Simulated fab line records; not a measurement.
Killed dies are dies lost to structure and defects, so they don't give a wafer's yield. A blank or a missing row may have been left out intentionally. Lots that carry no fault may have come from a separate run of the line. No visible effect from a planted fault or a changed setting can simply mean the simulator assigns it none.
Chamber matching -- flow n5_finfet -- 3 sister chambers for N5_BEOL_M7_DEP_56 on pecvd-04
The step deposits SiCN from 3MS/NH3, target thk 10 nm, time 17.5 s. 6 wafers are shown with their chamber, then 7 later ones without.

## WAFERS WITH THEIR CHAMBER
wafer,chamber,throttle_valve_pct (%),showerhead_plenum_p_Torr (Torr)
L078.1,2,7.9,3.671
L078.4,2,8.2,3.654
L081.1,1,8.6,3.639
L081.6,0,8.4,3.656
L084.3,1,8.4,3.647
L084.5,0,8.3,3.658

## WAFERS MISSING THEIR CHAMBER
wafer,throttle_valve_pct (%),showerhead_plenum_p_Torr (Torr)
L084.6,8.7,3.645
L090.4,8.8,3.659
L090.5,8.2,3.671
L090.6,8.7,3.646
L095.4,8.7,3.647
L095.5,8.7,3.655
L095.6,8.4,3.665

## WHICH CHAMBER EACH ONE RAN IN
wafer,from the rows above,in truth
L084.6,can't be placed: 1 or 0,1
L090.4,can't be placed: 1 or 0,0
L090.5,can't be placed: 2 or 0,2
L090.6,can't be placed: 1 or 0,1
L095.4,can't be placed: 1 or 0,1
L095.5,can't be placed: 1 or 0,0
L095.6,can't be placed: 0 or 2 or 1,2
Correctly placed: 0 of 7. Cannot be placed on the basis of these rows: 7; the candidates contain the true chamber in 7. 0 placed wrongly.
How it was worked out, from the rows above alone: a wafer's distance from a chamber is the root of the sum, over the readings, of the square of ((its reading less the chamber's mean) divided by the reading's scatter). The wafer belongs to the nearest chamber; if the next one is less than 2 further off, it can't be placed. Each chamber's mean is taken over the wafers shown for it. The scatter: take each reading less its chamber's mean, square it, sum over the shown wafers, divide by the number of wafers less the number of chambers, and take the root.
